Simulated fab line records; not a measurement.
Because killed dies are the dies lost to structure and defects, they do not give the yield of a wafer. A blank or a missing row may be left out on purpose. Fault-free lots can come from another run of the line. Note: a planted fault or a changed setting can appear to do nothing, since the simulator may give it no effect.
Which tool did it? | flow nand harc | Sampling: 11 lots, 33 wafers, 5 of 1159 route steps

WHAT THE GAUGES SHOWED, per wafer
NHARC_END_SORT_01. Usual: killed at array 29, standard deviation 13; killed at other 0.7, standard deviation 1; killed at periphery 3.2, standard deviation 2.3; killed dies 33, standard deviation 13; killed open 3.3, standard deviation 1.7; killed short 2.0, standard deviation 1.5.
lot  | measured     | on        | killed at array | killed at other | killed at periphery | killed dies | killed open | killed short | flag
L343 | day 20 00:19 | prober-01 | 19 18 32        | 0 1 0           | 2 2 1               | 21 21 33    | 2 2 3       | 2 3 2        |
L345 | day 21 00:59 | prober-02 | 27 25 34        | 0 0 0           | 3 1 1               | 30 26 35    | 2 4 2       | 1 2 1        |
L347 | day 21 07:56 | prober-02 | 24 27 23        | 0 0 0           | 1 4 4               | 25 31 27    | 4 3 3       | 0 5 1        |
L349 | day 21 07:10 | prober-01 | 36 39 45        | 0 3 3           | 4 5 9               | 40 47 57    | 8 4 7       | 2 1 2        |
L348 | day 21 14:54 | prober-02 | 17 13 12        | 1 0 0           | 2 5 6               | 20 18 18    | 3 4 3       | 1 1 3        |
L353 | day 22 17:56 | prober-02 | 33 37 34        | 0 0 0           | 2 1 2               | 35 38 36    | 6 4 4       | 4 5 2        |
L361 | day 24 12:30 | prober-02 | 673 671 673     | 2 1 0           | 2 5 4               | 677 677 677 | 3 4 5       | 2 1 2        | OFF
L363 | day 24 12:31 | prober-01 | 15 14 13        | 1 1 3           | 2 3 6               | 18 18 22    | 1 0 5       | 2 1 4        |
L362 | day 24 21:51 | prober-02 | 19 14 11        | 1 1 0           | 3 3 3               | 23 18 14    | 6 6 2       | 3 0 0        |
L360 | day 24 20:16 | prober-01 | 676 676 676     | 0 0 0           | 1 1 1               | 677 677 677 | 3 2 2       | 1 1 1        | OFF
L364 | day 25 05:56 | prober-01 | 28 33 24        | 0 2 2           | 3 6 7               | 31 41 33    | 5 5 2       | 5 4 2        |

WHICH TOOL RAN EACH LOT (tool, then ch and the chambers of the sampled wafers, then the start)
lot  | NHARC_A_CONTACT_STRIP_82                      | NHARC_A_CONTACT_ETCH_136             | NHARC_A_CONTACT_ETCH_137             | NHARC_A_CONTACT_ETCH_110
L343 | rie diel-11 ch 2,3, day 17 08:37 or earlier   | har cap etch-02 ch 0,1, day 17 08:37 | har cap etch-02 ch 0,1, day 17 08:44 | rie diel-09 ch 0,2,3, day 17 09:55
L345 | rie diel-11 ch 2,3, day 18 14:47 or earlier   | har cap etch-02 ch 0,1, day 18 14:47 | har cap etch-02 ch 0,1, day 18 14:54 | rie diel-01 ch 1,2,3, day 18 16:02
L347 | rie diel-01 ch 0,1,2, day 19 00:28 or earlier | har cap etch-03 ch 0,1, day 19 00:28 | har cap etch-03 ch 0,1, day 19 00:35 | rie diel-01 ch 1,2,3, day 19 02:29
L349 | rie diel-11 ch 1,2,3, day 19 01:29 or earlier | har cap etch-02 ch 0,1, day 19 01:29 | har cap etch-02 ch 0,1, day 19 01:36 | rie diel-11 ch 0,1, day 19 03:16
L348 | rie diel-09 ch 0,1,3, day 19 04:13 or earlier | har cap etch-03 ch 0,1, day 19 04:13 | har cap etch-03 ch 0,1, day 19 04:20 | rie diel-11 ch 2,3, day 19 05:31
L353 | rie diel-09 ch 0,1, day 20 15:44 or earlier   | har cap etch-01 ch 0,1, day 20 15:44 | har cap etch-01 ch 0,1, day 20 15:52 | rie diel-11 ch 1,2, day 20 17:28
L361 | rie diel-11 ch 1,2, day 22 04:46 or earlier   | har cap etch-03 ch 0,1, day 22 04:46 | har cap etch-03 ch 0,1, day 22 04:53 | rie diel-01 ch 0,2,3, day 22 06:04
L363 | rie diel-01 ch 0,1, day 22 09:45 or earlier   | har cap etch-02 ch 0, day 22 09:45   | har cap etch-02 ch 0, day 22 09:52   | rie diel-11 ch 0,1,3, day 22 11:02
L362 | rie diel-01 ch 0,1,3, day 22 11:02 or earlier | har cap etch-01 ch 0,1, day 22 11:02 | har cap etch-01 ch 0,1, day 22 11:10 | rie diel-09 ch 1,3, day 22 12:22
L360 | rie diel-11 ch 0,1,3, day 22 12:37 or earlier | har cap etch-03 ch 0,1, day 22 12:37 | har cap etch-03 ch 0,1, day 22 12:44 | rie diel-01 ch 0,2,3, day 22 13:54
L364 | rie diel-09 ch 0,1, day 23 02:39 or earlier   | har cap etch-02 ch 0,1, day 23 02:39 | har cap etch-02 ch 0,1, day 23 02:46 | rie diel-01 ch 0,1,3, day 23 04:29
- NHARC_A_CONTACT_STRIP_82: strips in O2.
- NHARC_A_CONTACT_ETCH_136: etches the open film in C4F8/O2/Ar, time 132 s, target depth 1287 nm.
- NHARC_A_CONTACT_ETCH_137: etches the open film in C4F8/O2/Ar, time 132 s, target depth 1287 nm.
- NHARC_A_CONTACT_ETCH_110: etches the open film in CF4/O2, target depth 50 nm, overetch 5 nm, time 27.5 s.

AS READ BY THE TOOLS THEMSELVES (means over the sampled wafers that have a number; for cases with no such wafer, the mark the record gives instead)
NHARC_A_CONTACT_STRIP_82. Usual: drypump motor current A 5.5 A, standard deviation 0.32; mfc ar sccm 0.008 sccm, standard deviation 0.0086; oes product au 1.003 a.u., standard deviation 0.01; rf vpp V 57.7 V, standard deviation 0.86; showerhead plenum p Torr 3.51 Torr, standard deviation 0.14; throttle valve pct 17.037 %, standard deviation 0.009.
lot  | tool        | drypump motor current A (A) | mfc ar sccm (sccm) | oes product au (a.u.) | rf vpp V (V) | showerhead plenum p Torr (Torr) | throttle valve pct (%) | flag
L343 | rie diel-11 | 5.7                         | 0.010              | 1.009                 | 58.7         | 3.53                            | 17.041                 |
L345 | rie diel-11 | 5.8                         | 0.007              | 1.006                 | 58.3         | 3.61                            | 17.039                 |
L347 | rie diel-01 | 5.6                         | 0.004              | 0.987                 | 57.5         | 3.61                            | 17.037                 |
L349 | rie diel-11 | 5.5                         | 0.006              | 1.008                 | 57.9         | 3.59                            | 17.027                 |
L348 | rie diel-09 | 5.5                         | 0.007              | 0.995                 | 57.7         | 3.51                            | 17.045                 |
L353 | rie diel-09 | 5.4                         | 0.004              | 0.996                 | 57.1         | 3.47                            | 17.031                 |
L361 | rie diel-11 | 5.4                         | 0.001              | 1.019                 | 58.8         | 3.64                            | 17.043                 |
L363 | rie diel-01 | 5.6                         | 0.000              | 1.000                 | 57.7         | 3.65                            | 17.035                 |
L362 | rie diel-01 | 5.4                         | 0.002              | 1.013                 | 57.3         | 3.61                            | 17.032                 |
L360 | rie diel-11 | 5.4                         | 0.013              | 1.003                 | 57.3         | 3.44                            | 17.041                 |
L364 | rie diel-09 | 5.4                         | 0.004              | 0.997                 | 57.6         | 3.46                            | 17.042                 |

NHARC_A_CONTACT_ETCH_136. Usual: chamber pressure mTorr 19.999 mTorr, standard deviation 0.016; oes air line au 1.001 a.u., standard deviation 0.022.
lot  | tool            | chamber pressure mTorr (mTorr) | oes air line au (a.u.) | flag
L343 | har cap etch-02 | 19.995                         | 1.004                  |
L345 | har cap etch-02 | 19.996                         | 0.998                  |
L347 | har cap etch-03 | 20.005                         | 1.017                  |
L349 | har cap etch-02 | 19.999                         | 1.014                  |
L348 | har cap etch-03 | 19.999                         | 0.999                  |
L353 | har cap etch-01 | 20.006                         | 1.004                  |
L361 | har cap etch-03 | -                              | -                      | OFF
L363 | har cap etch-02 | 19.995                         | 1.016                  |
L362 | har cap etch-01 | 19.981                         | 1.010                  |
L360 | har cap etch-03 | -                              | -                      | OFF
L364 | har cap etch-02 | 19.997                         | 0.982                  |

NHARC_A_CONTACT_ETCH_137. Usual: chamber pressure mTorr 19.999 mTorr, standard deviation 0.021; oes air line au 1.003 a.u., standard deviation 0.021.
lot  | tool            | chamber pressure mTorr (mTorr) | oes air line au (a.u.) | flag
L343 | har cap etch-02 | 20.009                         | 1.011                  |
L345 | har cap etch-02 | 19.998                         | 1.008                  |
L347 | har cap etch-03 | 20.000                         | 0.984                  |
L349 | har cap etch-02 | 20.010                         | 0.997                  |
L348 | har cap etch-03 | 19.974                         | 0.990                  |
L353 | har cap etch-01 | 20.001                         | 1.004                  |
L361 | har cap etch-03 | 19.982                         | 1.015                  |
L363 | har cap etch-02 | 19.997                         | 0.996                  |
L362 | har cap etch-01 | 19.994                         | 1.015                  |
L360 | har cap etch-03 | 20.007                         | 1.000                  |
L364 | har cap etch-02 | 20.014                         | 0.982                  |

NHARC_A_CONTACT_ETCH_110. Usual: bias w 100.0 W, standard deviation 0.3; cf4 flow sccm 79.99 sccm, standard deviation 0.23; drypump motor current A 5.5 A, standard deviation 0.32; mfc ar sccm 0.007 sccm, standard deviation 0.0078; oes_f_703_au 0.999 a.u., standard deviation 0.0046; oes product au 1.004 a.u., standard deviation 0.011; rf vpp V 198.0 V, standard deviation 1.3; showerhead plenum p Torr 1.34 Torr, standard deviation 0.055; throttle valve pct 13.397 %, standard deviation 0.0089.
lot  | tool        | bias w (W) | cf4 flow sccm (sccm) | drypump motor current A (A) | mfc ar sccm (sccm) | oes_f_703_au (a.u.) | oes product au (a.u.) | rf vpp V (V) | showerhead plenum p Torr (Torr) | throttle valve pct (%) | flag
L343 | rie diel-09 | 100.3      | 79.96                | 5.5                         | 0.007              | 0.999               | 0.992                 | 197.7        | 1.31                            | 13.387                 |
L345 | rie diel-01 | 100.3      | 79.98                | 5.4                         | 0.005              | 1.001               | 1.000                 | 199.4        | 1.38                            | 13.396                 |
L347 | rie diel-01 | 99.9       | 79.96                | 5.4                         | 0.005              | 1.000               | 0.995                 | 199.2        | 1.38                            | 13.401                 |
L349 | rie diel-11 | 100.0      | 79.91                | 5.2                         | 0.009              | 0.998               | 1.022                 | 197.4        | 1.33                            | 13.399                 |
L348 | rie diel-11 | 100.0      | 80.07                | 5.8                         | 0.007              | 0.996               | 1.013                 | 197.5        | 1.37                            | 13.400                 |
L353 | rie diel-11 | 100.3      | 79.93                | 5.5                         | 0.003              | 1.000               | 1.007                 | 199.4        | 1.39                            | 13.401                 |
L361 | rie diel-01 | 99.9       | 80.09                | 5.4                         | 0.005              | 1.000               | 1.007                 | 197.6        | 1.35                            | 13.393                 |
L363 | rie diel-11 | 100.1      | 79.95                | 5.4                         | 0.013              | 1.002               | 1.012                 | 197.4        | 1.30                            | 13.404                 |
L362 | rie diel-09 | 100.1      | 79.90                | 5.7                         | 0.003              | 1.006               | 0.989                 | 197.9        | 1.33                            | 13.401                 |
L360 | rie diel-01 | 100.1      | 80.04                | 5.4                         | 0.005              | 1.001               | 1.011                 | 198.5        | 1.35                            | 13.391                 |
L364 | rie diel-01 | 99.7       | 79.92                | 5.4                         | 0.002              | 0.999               | 1.004                 | 198.7        | 1.36                            | 13.389                 |

THE ANSWER, worked out from the rows above alone
Rule: a lot counts as off when the mean over its wafers that have a number is more than 3 standard deviations away from the usual mean. Also off: a lot with no number at a reading for which 4 or more lots have one. The other lots that the step has rows for count as sound. First the gauges in route order, then the tools' own readings, where a lot's mean is used as printed above. At the first step where some lot is off, the reading lying furthest off is the one used; lots without a number count as furthest.
Off at NHARC_END_SORT_01 (killed at array): L361, L360.
A tool fits if, at a process step before that reading, it ran every lot that is off, and no sound lot after the first of them. The gauges at NHARC_END_SORT_01 aren't tried: what is off there is off at NHARC_A_CONTACT_ETCH_136 too, on other tools, and a gauge's error can't cause that. NHARC_A_CONTACT_STRIP_82: start missing for some lots; hours and lot order therefore follow NHARC_A_CONTACT_ETCH_136. This does not decide it: 2 tools fit, namely rie diel-11 at NHARC_A_CONTACT_STRIP_82 and har cap etch-03 at NHARC_A_CONTACT_ETCH_136 and NHARC_A_CONTACT_ETCH_137.

WHAT THE SIMULATOR HAD INSERTED
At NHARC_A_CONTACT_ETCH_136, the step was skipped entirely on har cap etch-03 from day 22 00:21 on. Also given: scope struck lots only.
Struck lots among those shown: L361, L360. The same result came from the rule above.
